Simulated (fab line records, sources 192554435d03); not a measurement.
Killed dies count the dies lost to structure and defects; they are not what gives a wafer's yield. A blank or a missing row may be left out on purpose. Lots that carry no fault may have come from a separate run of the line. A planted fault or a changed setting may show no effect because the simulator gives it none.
Split-lot trial | flow n5-finfet | 21 wafers read across 7 lots, on a route 1938 steps long

== THE SPLIT ITSELF ==
At N5_BEOL_M0_ETCH_109 (etches SiCN in CH3F/O2, target depth 8 nm, overetch 2.4 nm, time 27.4 s), the setting bias-w was moved away from the recipe's 75 W on 9 of the 21 wafers read, by -13.8% to +13.3%. The other wafers ran this setting at the recipe's value.

The split's own step is where the reading is taken.

== THE READING ==
rf-vpp-V, in V, at N5_BEOL_M0_ETCH_109 (etches SiCN in CH3F/O2, target depth 8 nm, overetch 2.4 nm, time 27.4 s). A value of 298.2 V with a standard deviation of 1.5 V is what fault-free wafers of this fab line usually give.

wafer  | tool, chamber at the split | bias-w as run, W | against the recipe | rf-vpp-V, V | against lot-mates on the recipe
L078.1 | rie-diel-06, 0             | 84.94            | +13.3%             | 320.8       | +22.8
L078.3 | rie-diel-06, 2             | 75               | recipe             | 298.0       | -
L078.5 | rie-diel-06, 0             | 84.94            | +13.3%             | 322.3       | +24.3
L079.2 | rie-diel-03, 2             | 75               | recipe             | 298.5       | -
L079.5 | rie-diel-03, 2             | 75               | recipe             | 298.6       | -
L079.6 | rie-diel-03, 1             | 75               | recipe             | 299.0       | -
L081.3 | rie-diel-01, 3             | 81.15            | +8.2%              | 313.6       | +13.2
L081.4 | rie-diel-01, 0             | 75               | recipe             | 300.4       | -
L081.6 | rie-diel-01, 1             | 81.15            | +8.2%              | 311.0       | +10.6
L083.1 | rie-diel-01, 1             | 66.72            | -11.0%             | 274.5       | -24.3
L083.2 | rie-diel-01, 3             | 75               | recipe             | 298.2       | -
L083.4 | rie-diel-01, 0             | 75               | recipe             | 299.4       | -
L086.2 | rie-diel-03, 0             | 64.68            | -13.8%             | 272.4       | -24.7
L086.4 | rie-diel-03, 3             | 75               | recipe             | 297.1       | -
L086.6 | rie-diel-03, 3             | 64.68            | -13.8%             | 269.0       | -28.1
L089.2 | rie-diel-03, 3             | 75               | recipe             | 294.7       | -
L089.4 | rie-diel-03, 0             | 75               | recipe             | 298.8       | -
L089.5 | rie-diel-03, 2             | 75               | recipe             | 298.6       | -
L091.1 | rie-diel-06, 3             | 64.68            | -13.8%             | 272.9       | -26.3
L091.2 | rie-diel-06, 1             | 75               | recipe             | 299.2       | -
L091.4 | rie-diel-06, 1             | 64.68            | -13.8%             | 273.2       | -26.0

FIT RESULTS
A straight line over all 21 wafers: rf-vpp-V changes by +1.87 V for each +1% of bias-w; r = +0.99; the points scatter about the line by 1.7 V.
The same after taking each lot's own level away (the mean of its wafers on the recipe; 21 wafers): +1.84 V for each +1%; r = +0.99; scatter 1.6 V.
According to that fit, moving bias-w by its largest amount changes the reading by 25 V.
Measured against the standard deviation above, the lots' own levels, which go from 297.10 to 300.40 V, span 2.2 times it.
Hence the lot-to-lot level has little effect on the slope; both slopes agree.
Check: -26.4 V against its lot-mates is what the line predicts for one of the wafers moved furthest among these (-13.8%) when that wafer is left out of the fit. Against them it came out at -24.7 V.
Tool readings at the split's step, against how far the setting was moved: rf-vpp-V r = +0.99.

== THE OTHER SPLITS THESE WAFERS WENT THROUGH ==
Other splits were also applied to these wafers ahead of the reading. Each is held against what the fit with the lots' levels taken away leaves over:
other split on the same wafers            | wafers away from the commonest value | r with rf-vpp-V (lot level and that fit taken away)
N5_BEOL_M0_TRENCH_ETCH_107 target-depth-a | 8                                    | -0.11

== FILE'S OWN FIT ==
rf-vpp-V changes by +1.88 V for each +1% of bias-w, r = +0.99.
